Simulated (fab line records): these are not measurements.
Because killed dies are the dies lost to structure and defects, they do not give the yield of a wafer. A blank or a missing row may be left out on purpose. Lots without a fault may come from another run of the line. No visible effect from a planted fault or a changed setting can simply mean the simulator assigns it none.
3 desks, one fault + flow n5Finfet + only its own numbers are on each desk; what lay behind them is given at the end

== FROM THE METROLOGY DESK ==
What the gauges read, lot by lot, whatever tool the lot ran on: means of the sampled wafers that have a number. Any lot whose mean is over 4 standard deviations away from the usual mean is out of limits and marked OUT; that distance is given in the brackets. It has 12 readings, of which 7 appear: the earliest out of limits, and the ones furthest out on some lot.
Columns: A = thkNm at N5_FIN_SAQP_THK_MEAS_07, usual 60.1 nm; B = CJ_P at N5_BEOL_M4_RC_MEAS_101, usual 5.78; C = IOFF_N at N5_BEOL_M4_RC_MEAS_101, usual 0.149 nA/um; D = ION_P at N5_BEOL_M4_RC_MEAS_101, usual 460 uA/um; E = SS_N at N5_BEOL_M4_RC_MEAS_101, usual 71.4 mV/dec; F = VT_N at N5_BEOL_M4_RC_MEAS_101, usual 251 mV; G = VT_P at N5_BEOL_M4_RC_MEAS_101, usual -251 mV
| lot  | first seen here | A    | B               | C     | D   | E    | F   | G    |
|------|-----------------|------|-----------------|-------|-----|------|-----|------|
| L463 | day 1 21:54     | 60.8 | 5.78            | 0.124 | 450 | 70.4 | 253 | -257 |
| L467 | day 2 21:28     | 60.2 | 5.74            | 0.123 | 457 | 71.0 | 253 | -253 |
| L470 | day 3 17:15     | 61.0 | 4.34 (-10) OUT  | 0.152 | 468 | 71.5 | 250 | -248 |
| L471 | day 3 21:47     | 60.1 | 4.45 (-9.5) OUT | 0.165 | 477 | 71.1 | 249 | -246 |
| L473 | day 4 09:15     | 60.1 | 5.79            | 0.195 | 466 | 71.8 | 246 | -250 |
| L479 | day 5 21:28     | 59.2 | 5.85            | 0.133 | 457 | 71.3 | 252 | -253 |
| L482 | day 6 16:57     | 60.6 | 5.63            | 0.131 | 456 | 71.4 | 253 | -250 |
| L483 | day 6 21:40     | 59.1 | 5.87            | 0.131 | 457 | 71.5 | 253 | -249 |
| L485 | day 7 10:02     | 61.6 | 5.93            | 0.190 | 470 | 71.7 | 247 | -247 |
| L486 | day 7 15:40     | 60.0 | 5.95            | 0.141 | 459 | 71.5 | 251 | -251 |
This desk's finding: out of limits on L470, L471; first on L470, day 9 13:25 (CJ_P at N5_BEOL_M4_RC_MEAS_101). L463, L467, L473, L479, L482, L483, L485, L486 stayed within limits.

== THE DEFECT DESK ==
What the inspections along the route counted, lot by lot: means of the sampled wafers that have a number. Any lot whose mean is over 4 standard deviations away from the usual mean is out of limits and marked OUT; that distance is given in the brackets.
Columns: A = rawDefectCount at N5_PMOS_HMC_CHANNEL_EPI_INSPECT_30, usual 17
| lot  | first seen here | A  |
|------|-----------------|----|
| L463 | day 1 21:03     | 13 |
| L467 | day 2 20:38     | 18 |
| L470 | day 3 14:53     | 21 |
| L471 | day 3 20:57     | 24 |
| L473 | day 4 08:19     | 22 |
| L479 | day 5 20:38     | 11 |
| L482 | day 6 15:41     | 15 |
| L483 | day 6 20:43     | 13 |
| L485 | day 7 09:11     | 18 |
| L486 | day 7 14:39     | 11 |
This desk found nothing out of limits on any of the 10 lots.

== THE TOOL OWNER'S DESK: implanter-02 ==
For each lot that ran on this tool, the mean over its sampled wafers that have a number, from the tool's own readings at N5_WELL_APT_IMPLANT_15. Any lot whose mean is over 4 standard deviations away from the usual mean is out of limits and marked OUT; that distance is given in the brackets.
Columns: A = doseIonsCm2 at N5_WELL_APT_IMPLANT_15, usual 1.5002e+13; B = faradayCurrentUA at N5_WELL_APT_IMPLANT_15, usual 190
| lot  | first seen here | A                            | B             |
|------|-----------------|------------------------------|---------------|
| L463 | day 1 14:33     | 1.4990e+13                   | 192           |
| L467 | day 2 14:12     | 1.5010e+13                   | 191           |
| L470 | day 3 08:24     | 9.0287e+12 (-99 or more) OUT | 116 (-19) OUT |
| L471 | day 3 14:49     | 9.0567e+12 (-99 or more) OUT | 113 (-20) OUT |
| L483 | day 6 14:08     | 1.4998e+13                   | 190           |
| L485 | day 7 02:11     | 1.4997e+13                   | 186           |
This desk's verdict: out of limits on L470, L471, starting with L470 at day 3 08:24 (doseIonsCm2 at N5_WELL_APT_IMPLANT_15). L463, L467, L483, L485 stayed within limits.

== ALL TOGETHER ==
The tool owner's desk could have raised an alarm at day 3 08:24, on L470, L471.
L470, L471 would have let the metrology desk raise an alarm at day 9 13:25.
Nothing out of limits was seen by the defect desk.
The defect desk has L470, L471 on record, within its limits.
The lots listed all ran N5_WELL_APT_IMPLANT_15 on implanter-02.

== WHAT HAD BEEN PUT IN BY THE SIMULATOR ==
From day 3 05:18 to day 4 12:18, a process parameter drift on implanter-02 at N5_WELL_APT_IMPLANT_15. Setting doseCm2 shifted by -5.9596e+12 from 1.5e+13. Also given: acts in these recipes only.
Struck lots among those shown: L470, L471.
Fault start to first reading out of limits, in hours, per desk: tool owner, 3; metrology, 152.
